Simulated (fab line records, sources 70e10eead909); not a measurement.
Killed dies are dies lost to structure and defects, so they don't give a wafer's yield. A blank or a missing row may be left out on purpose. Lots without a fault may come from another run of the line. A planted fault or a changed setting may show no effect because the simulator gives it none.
fab line records | flow nand_harc
record lots=15 wafers=44 last_day=33
route steps=1302 shown A_ONON_D1@437 END@1302
lots that met no fault: from a run of the same line without faults
start_h: hours from the record's first day to the start of the lot's first wafer shown | wait_h: hours since the lot's step before | " the same as in the row above | L1.1+2: a row that stands for several wafers | - no value, or no start given | * or withheld: withheld | < > ~ a bound
route shown NAME@n: a module of which the file shows steps, and the number in the route of the first | usual: mean/standard deviation of fault-free wafers | same: alike in all rows | chamber/n: place in a boat | sites: the reading at each site | _std_site: their standard deviation | _edge_site: outer sites' mean less inner sites' | radius_mm: how far each site lies from the wafer's centre | mask NAME#n: copy n | behind: the tool/chamber that last shaped the wafer | hold: why the lot was held/for how many hours/how that ended | device: the transistor (n, p or np) that didn't switch | end of line: the same wafers' tests at the end of the route | a step without rows: its recipe alone | killed: dies lost to structure and defects at the first sort, not the wafer's yield | map: a wafer's dies, x killed, . not, _ none there
set.NAME: the setting as run; set.NAME@STEP: as run at that earlier step | model.NAME: the simulator's own value behind a step, which no gauge read
steps of the route over a sample of lots; a table a step, a row a wafer
services: from which hour (start_h, from the record's first day; less than 0 if before it) a tool's chamber was out of use, for how many hours, and why
## steps
# step NHARC_A_ONON_D1_THK_MEAS_18
# recipe thk_meas_gauge=ellipsometry
# usual thk_nm=1000/8.1
# columns lot.wafer tool chamber start_h wait_h thk_nm
L359.2 film_metro-01 - 178.19 - 1006
L359.3 " - " " 1006
L359.5 " - " " 1006
L358.2 film_metro-02 - 178.19 - 1001
L358.3 " - " " 1000
L358.4 " - " " 999
L361.1 film_metro-01 - 215.35 - 1010
L361.5 " - " " 1009
L361.6 " - " " 1009
L364.3 film_metro-01 - 228.24 - 989
L364.4 " - " " 991
L364.6 " - " " 992
L363.2 film_metro-02 - 228.24 - 995
L363.4 " - " " 997
L363.5 " - " " 997
L366.1 film_metro-01 - 257.60 - 1008
L366.4 " - " " 1009
L366.5 " - " " 1006
L367.1 film_metro-02 - 269.68 - 1014
L367.2 " - " " 1015
L367.6 " - " " 1014
L370.2 film_metro-01 - 285.66 - 992
L370.5 " - " " 992
L375.1 film_metro-02 - 351.01 - 980
L375.3 " - " " 984
L375.5 " - " " 983
L376.1 film_metro-01 - 351.02 - 1010
L376.2 " - " " 1012
L376.4 " - " " 1012
L377.1 film_metro-01 - 357.77 - 1003
L377.3 " - " " 1001
L377.5 " - " " 1004
L379.1 film_metro-01 - 380.03 - 1006
L379.3 " - " " 1007
L379.4 " - " " 1007
L378.1 film_metro-01 - 380.04 - 986
L378.4 " - " " 986
L378.5 " - " " 984
L380.1 film_metro-01 - 393.14 - 994
L380.2 " - " " 995
L380.3 " - " " 994
L381.1 film_metro-01 - 397.52 - 993
L381.5 " - " " 992
L381.6 " - " " 991
# step NHARC_A_ONON_D1_THK_MEAS_21
# recipe thk_meas_gauge=ellipsometry
# usual thk_nm=996/14
# columns lot.wafer tool chamber start_h wait_h thk_nm
L359.2 film_metro-01 - 178.75 - 997
L359.3 " - " " 996
L359.5 " - " " 997
L358.2 film_metro-02 - 178.75 - 1006
L358.3 " - " " 1006
L358.4 " - " " 1006
L361.1 film_metro-02 - 215.91 - 998
L361.5 " - " " 998
L361.6 " - " " 999
L364.3 film_metro-02 - 228.80 - 990
L364.4 " - " " 989
L364.6 " - " " 990
L363.2 film_metro-01 - 228.81 - 992
L363.4 " - " " 990
L363.5 " - " " 991
L366.1 film_metro-01 - 258.16 - 970
L366.4 " - " " 969
L366.5 " - " " 971
L367.1 film_metro-01 - 270.24 - 1005
L367.2 " - " " 1003
L367.6 " - " " 1003
L370.2 film_metro-02 - 286.24 - 1008
L370.5 " - " " 1006
L375.1 film_metro-01 - 351.57 - 972
L375.3 " - " " 971
L375.5 " - " " 974
L376.1 film_metro-02 - 351.59 - 1003
L376.2 " - " " 1001
L376.4 " - " " 1002
L377.1 film_metro-02 - 358.33 - 981
L377.3 " - " " 983
L377.5 " - " " 982
L378.1 film_metro-01 - 380.60 - 998
L378.4 " - " " 999
L378.5 " - " " 997
L379.1 film_metro-01 - 380.60 - 996
L379.3 " - " " 995
L379.4 " - " " 996
L380.1 film_metro-02 - 393.73 - 1021
L380.2 " - " " 1022
L380.3 " - " " 1023
L381.1 film_metro-02 - 398.09 - 1021
L381.5 " - " " 1020
L381.6 " - " " 1021
# step NHARC_A_ONON_D1_DEP_28
# recipe target_thk_a=10000 n2_flow_sccm=2750 n2o_flow_sccm=2000 nh3_flow_sccm=500 sih4_flow_sccm=210 temp_c=400
# columns lot.wafer tool chamber start_h wait_h
L359.2+3+5 pecvd_onon-03 0 179.99 0.1
L358.2+3+4 pecvd_onon-02 0 180.00 0.1
L361.1+5+6 pecvd_onon-03 0 217.09 0.1
L363.2+4+5 pecvd_onon-04 0 230.06 0.1
L364.3+4+6 pecvd_onon-02 0 230.10 0.2
L366.1+4+5 pecvd_onon-02 0 259.35 0.1
L367.1+2+6 pecvd_onon-02 0 271.42 0.1
L370.2+5 pecvd_onon-02 0 287.48 0.1
L375.1+3+5 pecvd_onon-04 0 352.77 0.1
L376.1+2+4 pecvd_onon-03 0 352.80 0.1
L377.1+3+5 pecvd_onon-02 0 359.53 0.1
L378.1+4+5 pecvd_onon-03 0 381.78 0.1
L379.1+3+4 pecvd_onon-04 0 381.93 0.2
L380.1+2+3 pecvd_onon-02 0 394.92 0.1
L381.1+5+6 pecvd_onon-03 0 399.29 0.1
# step NHARC_A_ONON_D1_THK_MEAS_30
# recipe thk_meas_gauge=ellipsometry
# usual thk_nm=1001/7.5
# columns lot.wafer tool chamber start_h wait_h thk_nm
L359.2 film_metro-01 - 180.44 - 1005
L359.3 " - " " 1003
L359.5 " - " " 1002
L358.2 film_metro-02 - 180.45 - 1000
L358.3 " - " " 1000
L358.4 " - " " 999
L361.1 film_metro-01 - 217.60 - 1006
L361.5 " - " " 1006
L361.6 " - " " 1005
L364.3 film_metro-02 - 230.49 - 1007
L364.4 " - " " 1005
L364.6 " - " " 1006
L363.2 film_metro-01 - 230.52 - 1012
L363.4 " - " " 1013
L363.5 " - " " 1013
L366.1 film_metro-01 - 259.86 - 993
L366.4 " - " " 990
L366.5 " - " " 1502
L367.1 film_metro-01 - 271.93 - 995
L367.2 " - " " 1502
L367.6 " - " " 995
L370.2 film_metro-02 - 287.93 - 1517
L370.5 " - " " 1517
L375.1 film_metro-02 - 353.27 - 999
L375.3 " - " " 997
L375.5 " - " " 1000
L376.1 film_metro-02 - 353.32 - 991
L376.2 " - " " 992
L376.4 " - " " 991
L377.1 film_metro-02 - 360.03 - 999
L377.3 " - " " 996
L377.5 " - " " 997
L378.1 film_metro-01 - 382.29 - 994
L378.4 " - " " 993
L378.5 " - " " 990
L379.1 film_metro-01 - 382.44 - 1003
L379.3 " - " " 1003
L379.4 " - " " 1003
L380.1 film_metro-01 - 395.44 - 1011
L380.2 " - " " 1011
L380.3 " - " " 1011
L381.1 film_metro-02 - 399.80 - 1006
L381.5 " - " " 1007
L381.6 " - " " 1008
# step NHARC_A_ONON_D1_INSPECT_32
# usual raw_defect_count=75/25
# columns lot.wafer tool chamber start_h wait_h raw_defect_count
L359.2 defect_inspect-02 - 180.98 0.0 68
L359.3 " - " " 58
L359.5 " - " " 49
L358.2 defect_inspect-01 - 180.99 0.0 37
L358.3 " - " " 38
L358.4 " - " " 56
L361.1 defect_inspect-02 - 218.16 0.0 116
L361.5 " - " " 75
L361.6 " - " " 54
L364.3 defect_inspect-01 - 231.16 0.0 82
L364.4 " - " " 62
L364.6 " - " " 75
L363.2 defect_inspect-01 - 231.45 0.0 115
L363.4 " - " " 116
L363.5 " - " " 85
L366.1 defect_inspect-02 - 260.42 0.0 64
L366.4 " - " " 41
L366.5 " - " " 60
L367.1 defect_inspect-02 - 272.47 0.0 72
L367.2 " - " " 84
L367.6 " - " " 106
L370.2 defect_inspect-01 - 288.47 0.0 71
L370.5 " - " " 47
L375.1 defect_inspect-02 - 353.83 0.0 59
L375.3 " - " " 64
L375.5 " - " " 90
L376.1 defect_inspect-01 - 353.86 0.0 74
L376.2 " - " " 69
L376.4 " - " " 39
L377.1 defect_inspect-01 - 360.57 0.0 143
L377.3 " - " " 51
L377.5 " - " " 66
L378.1 defect_inspect-02 - 382.82 0.0 54
L378.4 " - " " 79
L378.5 " - " " 99
L379.1 defect_inspect-02 - 383.10 0.0 123
L379.3 " - " " 77
L379.4 " - " " 70
L380.1 defect_inspect-02 - 395.98 0.0 98
L380.2 " - " " 48
L380.3 " - " " 80
L381.1 defect_inspect-01 - 400.35 0.0 56
L381.5 " - " " 35
L381.6 " - " " 44
# step NHARC_END_SORT_01
# recipe temp_c=25
# usual killed_at_array=59/21 killed_at_other=1.0/1.1 killed_at_periphery=4.0/2.6 killed_dies=64/21 killed_open=3.2/1.7 killed_short=2.5/1.5
# same gross_dies=677
# columns lot.wafer tool chamber start_h wait_h killed_at_array killed_at_other killed_at_periphery killed_dies killed_open killed_short
L366.1 prober-01 0 653.20 2.5 66 2 4 72 2 2
L366.4 prober-01 0 655.60 3.4 51 5 3 59 4 3
L366.5 prober-01 0 656.40 3.7 671 3 3 677 3 2
L367.1 prober-02 0 663.34 2.5 51 2 8 61 5 1
L367.2 prober-02 0 664.15 2.8 672 1 4 677 0 4
L367.6 prober-02 0 667.38 4.0 47 1 13 61 5 1
L370.2 prober-02 0 674.22 2.8 673 2 2 677 1 2
L370.5 prober-02 0 676.64 3.7 673 1 3 677 2 1
L376.1 prober-01 0 752.22 2.5 59 1 5 65 6 2
L376.2 prober-01 0 753.00 2.7 59 1 6 66 4 1
L376.4 prober-01 0 754.57 3.3 57 0 3 60 5 6
# killed by level:class
L366.1 A_SLIT:chamber_film_flake=30 A_CHANNEL_HOLE_D2:chamber_film_flake=15 A_CHANNEL_HOLE_D1:chamber_film_flake=7 A_CONTACT:chamber_film_flake=6 THIN_TSV:chamber_film_flake=2 A_WL_FILL:chamber_film_flake=2 P_CONTACT:geometric_particle:open=1 P_M0:geometric_particle:short=1
L366.4 A_SLIT:chamber_film_flake=23 A_CHANNEL_HOLE_D2:chamber_film_flake=12 THIN_TSV:chamber_film_flake=5 A_STAIRCASE:chamber_film_flake=4 A_CONTACT:chamber_film_flake=3 P_ZERO_WELL:chamber_film_flake=2 A_CHANNEL_HOLE_D1:chamber_film_flake=2 P_GATE:geometric_particle:open=1
L366.5 A_ONON_D1:area_dep=611 A_SLIT:chamber_film_flake=31 A_CHANNEL_HOLE_D2:chamber_film_flake=13 A_CONTACT:chamber_film_flake=5 A_STAIRCASE:chamber_film_flake=4 THIN_TSV:chamber_film_flake=3 P_GATE:geometric_particle:open=1 P_M0:geometric_particle:open=1
L367.1 A_CHANNEL_HOLE_D1:chamber_film_flake=35 A_STAIRCASE:chamber_film_flake=6 P_GATE:chamber_film_flake=5 A_SLIT:chamber_film_flake=4 P_M1:geometric_particle:open=2 THIN_TSV:chamber_film_flake=2 A_ONON_D1:geometric_particle:open=1 A_WL_FILL:geometric_particle:open=1
L367.2 A_ONON_D1:area_dep=624 A_CHANNEL_HOLE_D1:chamber_film_flake=35 A_CONTACT:chamber_film_flake=3 P_GATE:chamber_film_flake=2 A_CHANNEL_FILL_D1:chamber_film_flake=2 A_CHANNEL_FILL_D2:chamber_film_flake=2 P_M0:geometric_particle:short=1 A_ONON_D1:geometric_particle:short=1
L367.6 A_CHANNEL_HOLE_D1:chamber_film_flake=32 P_GATE:chamber_film_flake=8 P_M0:geometric_particle:open=3 A_DECK1_JOINT:chamber_film_flake=2 A_STAIRCASE:chamber_film_flake=2 A_SLIT:chamber_film_flake=2 A_CONTACT:chamber_film_flake=2 A_CHANNEL_HOLE_D1:geometric_particle:open=1
L370.2 A_ONON_D1:area_dep=598 A_CHANNEL_HOLE_D1:chamber_film_flake=32 A_SLIT:chamber_film_flake=26 A_CHANNEL_HOLE_D2:chamber_film_flake=13 THIN_TSV:chamber_film_flake=2 A_CONTACT:chamber_film_flake=2 P_GATE:geometric_particle:short=1 A_DECK1_JOINT:geometric_particle:short=1
L370.5 A_ONON_D1:area_dep=588 A_SLIT:chamber_film_flake=36 A_CHANNEL_HOLE_D1:chamber_film_flake=30 A_CHANNEL_HOLE_D2:chamber_film_flake=15 P_GATE:geometric_particle:open=1 A_CHANNEL_FILL_D1:geometric_particle:open=1 A_CHANNEL_FILL_D2:geometric_particle:short=1 P_ZERO_WELL:chamber_film_flake=1
L376.1 A_CHANNEL_HOLE_D2:chamber_film_flake=23 A_CHANNEL_HOLE_D1:chamber_film_flake=15 A_CONTACT:chamber_film_flake=6 A_SLIT:chamber_film_flake=4 A_CHANNEL_FILL_D1:geometric_particle:open=2 P_STI:chamber_film_flake=2 A_WL_FILL:chamber_film_flake=2 P_CONTACT:geometric_particle:open=1
L376.2 A_CHANNEL_HOLE_D2:chamber_film_flake=25 A_CHANNEL_HOLE_D1:chamber_film_flake=18 A_SLIT:chamber_film_flake=7 A_CONTACT:chamber_film_flake=5 P_M1:chamber_film_flake=3 P_GATE:geometric_particle:open=1 P_CONTACT:geometric_particle:open=1 A_ONON_D2:geometric_particle:open=1
L376.4 A_CHANNEL_HOLE_D2:chamber_film_flake=22 A_CHANNEL_HOLE_D1:chamber_film_flake=11 A_SLIT:chamber_film_flake=6 A_CONTACT:chamber_film_flake=3 A_M0:geometric_particle:open=2 P_M1:chamber_film_flake=2 A_STAIRCASE:chamber_film_flake=2 P_M0:geometric_particle:open=1
## services
# columns tool chamber start_h hours kind
pecvd_onon-02 - 185.20 13.0 pm
pecvd_onon-03 - 227.04 13.0 pm
pecvd_onon-04 - 311.05 13.0 pm
pecvd_onon-02 - 366.20 13.0 pm
## key
first_sign step=NHARC_A_ONON_D1_THK_MEAS_30 reading=thk_nm direction=up sigmas=67 usual=1001 struck=1509
effect step=NHARC_END_SORT_01 reading=killed_at_array direction=up sigmas=29 usual=59 struck=672
more_kills_born_at NHARC_A_ONON_D1_DEP_28@pecvd_onon-02=2421
met_at NHARC_A_ONON_D1_DEP_28
struck_lots L366,L367,L370
struck_wafers L366.5,L367.2,L370.2,L370.5
later_rows_left_out L366.5,L367.2,L370.2,L370.5
tester_left_out L366,L367,L370
not_acting_at NHARC_A_ONON_D1_THK_MEAS_18,NHARC_A_ONON_D1_THK_MEAS_21,NHARC_A_ONON_D1_INSPECT_32
onset_between 230.10 259.35
fault kind=process_parameter_drift tool=pecvd_onon-02 chamber=- onset_h=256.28 steps=NHARC_A_ONON_D1_DEP_28 channel=target_thk_a offset=* shape=step end_h=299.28 scope=struck_wafers_only acts_in=* stated=*
# tester_left_out: of these lots the tester's yield and bins aren't shown, on N5 and GAA mostly nor the transistor test; their killed dies are dies lost to structure and defects alone, not to doping, threshold or leakage, so they don't give the yield
# later_rows_left_out: the simulator's readings of these wafers behind a module that went badly wrong aren't trusted and aren't shown, but for the sort
